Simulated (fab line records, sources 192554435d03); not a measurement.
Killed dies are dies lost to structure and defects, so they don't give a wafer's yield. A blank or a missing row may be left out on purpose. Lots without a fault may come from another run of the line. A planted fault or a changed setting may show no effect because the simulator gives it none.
A struck lot beside a sound one | flow n5_finfet | 38 steps out of a route of 1938
Sound: wafers L613.1, L613.5, L613.6. Struck: wafer L617.1. (L617.4, L617.5 of the same lot were not struck and are left out.) The cause comes at the end.
At each step with rows: each side's tool, then ch and its chambers, then its first start. Under that, the readings that differ: sound wafers | struck wafers | difference of the means | sigmas: that difference in standard deviations of wafers without a fault.
alike: readings whose means differ by less than 2 such deviations, and words and numbers that are the same on both sides. not compared: withheld readings, readings that some wafer has no value for, bounds like >300 that may hide the same value, and numbers for which the record gives no deviation and whose values overlap.
The two part at a step that has a row with sigmas, a row that says differs or no value, or rows on one side only. Numbers that don't overlap but have no deviation are shown without sigmas and don't part them. A reading that every wafer of one side lacks parts them only if that side has two wafers or more.

first, 9 steps without rows for these wafers: N5_MOL_CONTACT_COAG_SPUTTER_130 (material Co, target thk 47.5 nm); N5_MOL_CONTACT_COAG_PRECLEAN_125 (cleans in DIW, time 57.5 s); N5_MOL_CONTACT_COAG_SRD_126 (dry time 32 s); N5_MOL_CONTACT_COAG_CMP_23 (polishes, stops on SiO2, t overpolish 1.5 s, target thk 0 nm); N5_MOL_CONTACT_COAG_WET_ETCH_26 (target Co, target depth 13 nm); N5_MOL_CONTACT_COAG_WET_ETCH_116 (etches the open film in SC1-inhibited, target depth 4.6 nm, rinse time 30 s); N5_MOL_CONTACT_COAG_ALD_27 (deposits SiOC, target thk 17 nm, pulse time 1.5 s, time 2720 s); N5_MOL_CONTACT_COAG_CMP_28 (polishes, stops on SiNx, t overpolish 0.85 s, target thk 14.522 nm); N5_MOL_CONTACT_COAG_ALD_123 (deposits SiNx, target thk 5 nm, pulse time 1 s, purge time 2 s).
N5_MOL_CONTACT_COAG_PECVD_31: deposits SiO2 from TEOS/O2, target thk 46 nm, time 8.9 s.
  sound on pecvd-04 ch 0,1,2, day 6 17:41; struck on pecvd-04 ch 2, day 7 20:19
  reading                                             | sound          | struck | difference | sigmas
  model.SiO2_of_MOL_CONTACT_COAG_PECVD_31.thk_nm (nm) | 44.6 46.2 46.2 | 41.4   | -4.3       |
  not compared: susceptor_temp_C
then, 19 steps without rows for these wafers: N5_MOL_CONTACT_COAG_COAT_75 (time 60 s, resist thk 60 nm); N5_MOL_CONTACT_COAG_COAT_76 (time 60 s, resist thk 10 nm); N5_MOL_CONTACT_COAG_COAT_77 (time 60 s, resist thk 10 nm); N5_MOL_CONTACT_COAG_COAT_78 (resist thk 40 nm); N5_MOL_CONTACT_COAG_EBR_80; N5_MOL_CONTACT_COAG_SOFTBAKE_79 (time 60 s); N5_MOL_CONTACT_COAG_EXPOSE_81 (exposes mask VG, defocus 0 nm); N5_MOL_CONTACT_COAG_PEB_82 (peb time 60 s); N5_MOL_CONTACT_COAG_DEVELOP_83 (develop time 30 s); N5_MOL_CONTACT_COAG_DESCUM_88 (chemistry O2, time 7 s); N5_MOL_CONTACT_COAG_ETCH_89 (etches underlayer in N2/H2, target depth 13 nm, time 10.4 s); N5_MOL_CONTACT_COAG_ETCH_90 (etches SiARC in CF4, target depth 13 nm, time 21.7 s); N5_MOL_CONTACT_COAG_ALD_131 (deposits SiO2, target thk 5 nm, pulse time 1 s, co reactant pulse time 1 s); N5_MOL_CONTACT_COAG_ETCHBACK_132 (etches SiO2 in CHF3, target depth 10 nm, time 6.7 s); N5_MOL_CONTACT_COAG_ETCH_91 (etches SOC in N2/H2, target depth 60 nm, overetch 21 nm, time 101.2 s); N5_MOL_CONTACT_COAG_STRIP_92 (strips in N2/H2); N5_MOL_CONTACT_COAG_STRIP_93 (strips in N2/H2); N5_MOL_CONTACT_COAG_ETCHBACK_135 (etches SiO2 in CHF3, target depth 25 nm, time 16.7 s); N5_MOL_CONTACT_COAG_STRIP_118 (strips in CHF3).
N5_MOL_CONTACT_COAG_VIA_ETCH_46: etches SiO2 in C4F6/O2, target depth 46 nm, overetch 9.2 nm, time 40 s.
  sound on rie_diel-06 ch 2,3, day 6 18:37; struck on rie_diel-03 ch 0, day 7 21:15
  reading                         | sound             | struck | difference | sigmas
  drypump_motor_current_A (A)     | 5.94 5.53 5.93    | 5.09   | -0.71      | -2
  showerhead_plenum_p_Torr (Torr) | 2.69 2.89 2.69    | 2.93   | +0.17      | +2
  model.etch.depth_nm (nm)        | 44.68 46.27 46.15 | 41.49  | -4.21      |
  alike: oes_product_au, rf_vpp_V, throttle_valve_pct
  not compared: rf_hours_counter_h
then, 5 steps without rows for these wafers: N5_MOL_CONTACT_COAG_STRIP_96 (strips in N2/H2); N5_MOL_CONTACT_COAG_ETCH_47 (etches SiNx in CH3F/O2, stops on W, target depth 27 nm); N5_MOL_CONTACT_COAG_STRIP_119 (strips in N2/H2, time 30 s); N5_MOL_CONTACT_COAG_PRECLEAN_144 (cleans in alkaline clean, time 60 s); N5_MOL_CONTACT_COAG_SRD_145 (time 30 s).
N5_MOL_CONTACT_COAG_CMP_52: polishes, stops on SiO2, t overpolish 1.5 s, target thk 66.5 nm.
  sound on cmp-02 ch 0,1,2, day 6 21:17; struck on cmp-04 ch 3, day 7 23:27
  reading                                             | sound          | struck | difference | sigmas
  model.SiO2_of_MOL_CONTACT_COAG_PECVD_31.thk_nm (nm) | 42.6 44.2 44.2 | 39.4   | -4.3       |
  alike: motor_current_A, slurry_filter_dp_kPa
N5_MOL_CONTACT_COAG_THK_MEAS_53:
  sound on film_metro-01, day 6 21:30; struck on film_metro-01, day 7 23:45
  reading          | sound          | struck | difference | sigmas
  VIA_MOL_THK (nm) | 42.7 44.3 44.1 | 39.4   | -4.3       | -6
then, 1 step without rows for these wafers: N5_PASSIVATION_PROBE_49.

WHERE THEY PART
First at N5_MOL_CONTACT_COAG_VIA_ETCH_46; last, within this record, at N5_MOL_CONTACT_COAG_THK_MEAS_53.

WHY: what the simulator had put in
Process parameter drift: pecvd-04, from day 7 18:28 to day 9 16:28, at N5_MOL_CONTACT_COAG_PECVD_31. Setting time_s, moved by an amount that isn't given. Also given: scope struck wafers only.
